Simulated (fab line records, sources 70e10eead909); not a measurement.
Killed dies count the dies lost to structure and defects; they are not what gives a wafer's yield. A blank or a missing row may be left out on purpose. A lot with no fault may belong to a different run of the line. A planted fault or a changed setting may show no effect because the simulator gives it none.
Which of the tools did it? + flow nand harc + Sampling: 12 lots, 36 wafers, 3 of 1159 route steps

WHAT EACH GAUGE READ, for each wafer
NHARC_A_M1_CD_MEAS_16.
| lot  | measured     | on        | cd nm (nm)        |
|------|--------------|-----------|-------------------|
| L076 | day 17 20:52 | cd sem-03 | 120.2 121.9 120.7 |
| L077 | day 18 00:05 | cd sem-03 | 119.7 119.2 119.7 |
| L078 | day 18 17:31 | cd sem-03 | 121.6 120.4 121.7 |
| L081 | day 19 09:04 | cd sem-03 | 118.6 118.0 118.7 |
| L084 | day 20 04:15 | cd sem-02 | 120.8 121.1 120.6 |
| L088 | day 20 08:52 | cd sem-01 | 119.8 120.4 119.2 |
| L086 | day 20 12:04 | cd sem-01 | 119.4 118.8 117.9 |
| L085 | day 20 22:56 | cd sem-03 | 121.0 120.8 120.9 |
| L090 | day 21 21:25 | cd sem-02 | 120.1 119.2 119.4 |
| L092 | day 22 08:34 | cd sem-01 | 118.7 119.2 118.9 |
| L097 | day 23 07:05 | cd sem-03 | 120.9 120.2 120.3 |
| L096 | day 24 08:06 | cd sem-02 | 120.5 120.4 120.7 |

TOOL THAT RAN EACH LOT (tool first, then ch and the chambers of the sampled wafers, then the start)
| lot  | NHARC_A_BLC_PVD_32                      | NHARC_A_M0_DEP_32               |
|------|-----------------------------------------|---------------------------------|
| L076 | pvd sputter-01, day 17 19:10 or earlier | pecvd-02 ch 1,2, day 17 19:10   |
| L077 | pvd sputter-01, day 17 22:20 or earlier | pecvd-02 ch 0,2, day 17 22:20   |
| L078 | pvd sputter-01, day 18 15:48 or earlier | pecvd-04 ch 1,2, day 18 15:48   |
| L081 | pvd sputter-02, day 19 07:22 or earlier | pecvd-04 ch 0,1,2, day 19 07:22 |
| L084 | pvd sputter-03, day 20 02:31 or earlier | pecvd-03 ch 0,1, day 20 02:31   |
| L088 | pvd sputter-02, day 20 07:09 or earlier | pecvd-03 ch 1,2, day 20 07:09   |
| L086 | pvd sputter-02, day 20 10:17 or earlier | pecvd-04 ch 0,2, day 20 10:17   |
| L085 | pvd sputter-01, day 20 21:10 or earlier | pecvd-04 ch 0,1,2, day 20 21:10 |
| L090 | pvd sputter-03, day 21 19:46 or earlier | pecvd-04 ch 0,2, day 21 19:46   |
| L092 | pvd sputter-02, day 22 06:50 or earlier | pecvd-04 ch 0,1, day 22 06:50   |
| L097 | pvd sputter-01, day 23 05:25 or earlier | pecvd-02 ch 0,1,2, day 23 05:25 |
| L096 | pvd sputter-02, day 24 06:23 or earlier | pecvd-02 ch 1,2, day 24 06:23   |
- NHARC_A_BLC_PVD_32: deposits Ti, target thk 5 nm, time 17.7 s.
- NHARC_A_M0_DEP_32: deposits SiCN, target thk 30 nm.

THE ANSWER, worked out from the rows above alone
Rule: the usual values come from the lots themselves. The widest of any qualifying gaps counts: lots, ordered by their means at a reading, are off when they make up no more than a third of the lots, leave a main group of 4 or more, and stand apart from it by 3 or more times the standard deviation of that group's means. The tables above print the reading to a certain number of digits; a main group whose means all agree to those digits is not used. Also off: a lot with no number at a reading for which 4 or more lots have one. The other lots that the step has rows for count as sound.
Across all readings shown, no lot is off: no conclusion can be drawn from this.

WHAT WAS PUT IN BY THE SIMULATOR
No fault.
